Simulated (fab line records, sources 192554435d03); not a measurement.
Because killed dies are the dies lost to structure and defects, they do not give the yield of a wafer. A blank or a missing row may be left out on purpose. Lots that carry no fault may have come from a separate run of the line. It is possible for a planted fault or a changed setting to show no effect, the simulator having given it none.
A lot that was struck, set against a sound lot | flow n5 finfet | 40 steps out of a route of 1938
Sound: these wafers, L778.1, L778.2, L778.3. Struck: wafer L780.2 (left out: L780.4, a lot-mate that was not struck); the cause follows at the end.
For every step that has rows: the tool of each side, followed by ch and its chambers, followed by its first start. Under that, the readings that differ: sound wafers | struck wafers | difference of the means | sigmas: that difference in standard deviations of wafers without a fault.
alike: same words and numbers on both sides, and readings whose means sit less than 2 such deviations apart. not compared: any withheld reading, any reading some wafer has no value for, any bound like >300 that may hide the same value, and any number with overlapping values for which the record gives no deviation.
Wherever a step has rows on one side only, a row that says differs or no value, or a row with sigmas, the two part there. When numbers do not overlap yet have no deviation, they are printed without sigmas and do not part them. A reading missing from all wafers of one side parts the sides only when that side holds two or more wafers.

first, 11 steps without rows for these wafers: N5_STI_FIN_REVEAL_CMP_04 (polishes, stops on Si3N4, t overpolish 4 s, target thk 131.83 nm); N5_STI_FIN_REVEAL_DENSIFY_30; N5_STI_FIN_REVEAL_ETCHBACK_08 (etches SiO2 in C4F6/O2, target depth 30.5 nm, time 10.167 s); N5_STI_FIN_REVEAL_STRIP_24 (strips in N2/H2, time 90 s); N5_STI_FIN_REVEAL_PRECLEAN_25 (cleans in SPM, time 90 s); N5_STI_FIN_REVEAL_PRECLEAN_26 (cleans in SC1, time 45 s); N5_STI_FIN_REVEAL_PRECLEAN_29 (cleans in DHF, time 30 s); N5_STI_FIN_REVEAL_SRD_12 (time 30 s); N5_STI_FIN_REVEAL_RECESS_09 (chemistry HF/NH3, target SiO2, afs cycles 11, target depth 42.5 nm, sublimation time 60 s); N5_STI_FIN_REVEAL_STRIP_16 (strips SiNx in H3PO4, target depth 23.8 nm); N5_STI_FIN_REVEAL_PRECLEAN_17 (cleans in NF3:NH3, afs cycles 1, time 20 s, sublimation time 60 s).
N5_STI_FIN_REVEAL_ETCH_34: etches Si in H2, material Si, target depth 0.97 nm.
  sound on rie si-04 ch 1,2,3, day 4 12:52; struck on rie si-04 ch 0, day 5 05:13
  reading                                    | sound               | struck | difference | sigmas
  oes product au (a.u.)                      | 0.999 1.021 0.992   | 1.424  | +0.420     | +28
  rf hours counter h (h)                     | 62 180 147          | 32     | -98        |
  model.etch.depth nm (nm)                   | 0.979 0.9573 0.9617 | 1.627  | +0.661     |
  model.STI_FIN_REVEAL.feature depth nm (nm) | 1 1 1               | 1.6    | +0.6       |
  alike: drypump motor current A, he flow sccm, throttle valve pct
then, 7 steps without rows for these wafers: N5_STI_FIN_REVEAL_OXIDATION_31 (chemistry O2 PLASMA REMOTE, time 20 s); N5_STI_FIN_REVEAL_PRECLEAN_32 (cleans in NF3:NH3, afs cycles 1, time 20 s, sublimation time 60 s); N5_STI_FIN_REVEAL_STRIP_35 (strips Si3N4 in H3PO4, target depth 4 nm, time 39 s); N5_STI_FIN_REVEAL_SRD_21 (time 30 s); N5_STI_FIN_REVEAL_OXIDATION_33 (chemistry O2 PLASMA REMOTE, time 20 s); N5_STI_FIN_REVEAL_CLEAN_19 (cleans in O3/DIW, time 120 s); N5_STI_FIN_REVEAL_SRD_23 (time 30 s).
N5_STI_FIN_REVEAL_CD_MEAS_22: target cd 6.238 nm, pitch 28 nm.
  struck on cd sem-03, day 5 06:05; sound on cd sem-02, day 4 13:26
  reading    | sound          | struck | difference | sigmas
  cd nm (nm) | 6.23 6.47 6.05 | 5.37   | -0.88      | -3
then, 18 steps without rows for these wafers: N5_STI_FIN_REVEAL_PRECLEAN_18 (cleans in SC2, time 45 s); N5_STI_FIN_REVEAL_SRD_28 (time 30 s); N5_DUMMY_GATE_PRECLEAN_00 (cleans in O3/DIW, time 60 s); N5_DUMMY_GATE_SRD_01 (time 30 s); N5_DUMMY_GATE_ALD_02 (deposits SiO2, target thk 2 nm, pulse time 1 s); N5_DUMMY_GATE_CVD_03 (deposits a-Si from SiH4, target thk 150 nm, time 8042 s); N5_DUMMY_GATE_PRECLEAN_46 (cleans in DIW, time 89.5 s); N5_DUMMY_GATE_SRD_47 (dry time 32 s); N5_DUMMY_GATE_CMP_04 (polishes a-Si); N5_DUMMY_GATE_HM_DEP_06 (deposits SiNx from DCS/NH3, target thk 80 nm, time 5141 s); N5_DUMMY_GATE_PECVD_30 (deposits SiO2 from TEOS/O2, target thk 55 nm, time 10.8 s); N5_DUMMY_GATE_COAT_34 (time 60 s, resist thk 60 nm); N5_DUMMY_GATE_COAT_35 (time 60 s, resist thk 10 nm); N5_DUMMY_GATE_COAT_28 (time 60 s, resist thk 10 nm); N5_DUMMY_GATE_COAT_09 (resist thk 30 nm); N5_DUMMY_GATE_EBR_11; N5_DUMMY_GATE_SOFTBAKE_10 (time 60 s); N5_DUMMY_GATE_EXPOSE_12 (exposes mask GATE, target cd 25 nm).
-- a jump in the record: the struck wafers' starts before and after are 5 days apart (it breaks off in module DUMMY_GATE and resumes in module BEOL_M4, where the first step shown is number 1111 of the route) --
N5_BEOL_M4_RC_MEAS_101:
  sound on prober-02 ch 0, day 9 21:35; struck on prober-01 ch 0, day 10 06:16
  reading             | sound                      | struck   | difference | sigmas
  DIBL_N (mV/V)       | 34.0 38.7 36.7             | 31.3     | -5.2       | -3
  DIBL_P (mV/V)       | 34.4 39.8 37.7             | 28.4     | -8.9       | -4
  IOFF_N (nA/um)      | 0.12 0.22 0.16             | 0.07     | -0.10      | -3
  IOFF_N_LIN (nA/um)  | 0.056 0.094 0.072          | 0.033    | -0.041     | -3
  IOFF_N_LONG (nA/um) | 5.23e-05 5.37e-05 5.35e-05 | 4.32e-05 | -9.97e-06  | -5
  IOFF_P (nA/um)      | 0.18 0.25 0.23             | 0.11     | -0.11      | -3
  IOFF_P_LIN (nA/um)  | 0.085 0.111 0.102          | 0.051    | -0.048     | -3
  ION_N (uA/um)       | 655 696 674                | 641      | -34        | -3
  ION_P (uA/um)       | 458 468 463                | 442      | -21        | -3
  REXT_N (ohm.um)     | 75.5 74.2 75.2             | 83.8     | +8.8       | +5
  REXT_P (ohm.um)     | 98.4 99.0 98.6             | 111.9    | +13.2      | +7
  SS_P (mV/dec)       | 72.5 74.9 74.4             | 72.2     | -1.7       | -3
  VT_N (mV)           | 252 243 250                | 262      | +14        | +4
  VT_N_LONG (mV)      | 274.2 276.5 276.2          | 287.8    | +12.2      | +7
  VT_N_LVT (mV)       | 102 93 98                  | 113      | +15        | +4
  VT_P (mV)           | -252 -252 -251             | -261     | -9         | -3
  alike: SS_N
-- the record jumps here: 5 days lie between the struck wafers' starts before and after (it left off in module BEOL_M4 and takes up again in module PASSIVATION, whose first step shown is number 1936 of the route) --
N5_PASSIVATION_PROBE_49:
  struck on prober-02, day 14 21:35; sound on prober-02, day 14 02:25
  reading              | sound | struck | difference | sigmas
  killed at other      | 0     | 8      | +8         | +2
  sort_bin_8_speed (%) | 0     | 0.51   | +0.51      | +18
  alike: defect limited yield, killed_at_M0_to_M3, killed_at_M4_up, killed at contacts, killed at front end, killed dies, killed open, killed short, sort_bin_5_function, sort_bin_6_memory, sort n pass, sort yield pct

WHERE THEY PART
First at N5_STI_FIN_REVEAL_ETCH_34; last, within this record, at N5_PASSIVATION_PROBE_49.

WHY: whatever the simulator had introduced
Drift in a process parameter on rie si-04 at N5_STI_FIN_REVEAL_ETCH_34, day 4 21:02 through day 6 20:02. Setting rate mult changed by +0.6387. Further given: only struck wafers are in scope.
